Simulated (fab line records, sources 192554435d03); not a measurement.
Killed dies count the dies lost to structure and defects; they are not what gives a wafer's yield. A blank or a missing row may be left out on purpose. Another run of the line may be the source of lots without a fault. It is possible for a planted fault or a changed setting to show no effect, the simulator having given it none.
Lot-split experiment ; flow n5-finfet ; route with 1938 steps; 7 lots, 21 wafers read

== ON THE SPLIT ==
At N5_BEOL_M13_ETCH_59 (etches BARC in N2/H2, target depth 89 nm, overetch 26.7 nm, time 67.9 s), the setting bias-w was moved away from the recipe's 150 W on 8 of the 21 wafers read, by +8.7% to +17.7%. For the rest of the wafers, this setting stayed at what the recipe calls for.

Reading taken at the split's own step.

== THE READING ==
rf-vpp-V, in V, at N5_BEOL_M13_ETCH_59 (etches BARC in N2/H2, target depth 89 nm, overetch 26.7 nm, time 67.9 s). Fault-free wafers of this fab line usually give 523 V, standard deviation 3.2 V.

wafer;tool, chamber at the split;bias-w as run, W;against the recipe;rf-vpp-V, V;against lot-mates on the recipe
L076.2;rie-diel-02, 3;150;recipe;526;-
L076.5;rie-diel-02, 0;150;recipe;518;-
L076.6;rie-diel-02, 3;150;recipe;526;-
L077.1;rie-diel-06, 0;171.1;+14.1%;566;+44
L077.3;rie-diel-06, 3;150;recipe;523;-
L077.5;rie-diel-06, 0;150;recipe;520;-
L083.3;rie-diel-02, 2;150;recipe;522;-
L083.5;rie-diel-02, 1;167.5;+11.7%;560;+40
L083.6;rie-diel-02, 0;150;recipe;519;-
L084.2;rie-diel-06, 3;150;recipe;524;-
L084.5;rie-diel-06, 1;163.1;+8.7%;556;+32
L084.6;rie-diel-06, 3;163.1;+8.7%;554;+30
L088.4;rie-diel-06, 3;150;recipe;525;-
L088.5;rie-diel-06, 0;176.5;+17.7%;586;+61
L088.6;rie-diel-06, 2;176.5;+17.7%;579;+54
L095.2;rie-diel-02, 2;168.6;+12.4%;562;+40
L095.5;rie-diel-02, 2;150;recipe;522;-
L095.6;rie-diel-02, 0;168.6;+12.4%;559;+37
L097.3;rie-diel-06, 3;150;recipe;522;-
L097.4;rie-diel-06, 2;150;recipe;523;-
L097.5;rie-diel-06, 2;150;recipe;521;-

FIT RESULTS
A straight line over all 21 wafers: rf-vpp-V changes by +3.3 V for each +1% of bias-w; r = +0.99; the points scatter about the line by 3 V.
The same after taking each lot's own level away (the mean of its wafers on the recipe; 21 wafers): +3.24 V for each +1%; r = +0.99; scatter 2.4 V.
That fit puts the effect of the largest move of bias-w on the reading at 57 V.
Across the lots, their own levels run from 520.5 to 525.0 V, a range of 1.4 times the standard deviation given above.
The two slopes are in agreement: the lot-to-lot level therefore moves the slope only a little.
Check: with one of the wafers moved furthest among these (+17.7%) left out of the fit, the line predicts +56.4 V for it against its lot-mates. It came out at +61 V against them.
Tool readings at the split's step, against how far the setting was moved: rf-vpp-V r = +0.99.

== THE FILE'S OWN FIT ==
rf-vpp-V changes by +3.27 V for each +1% of bias-w, r = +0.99.
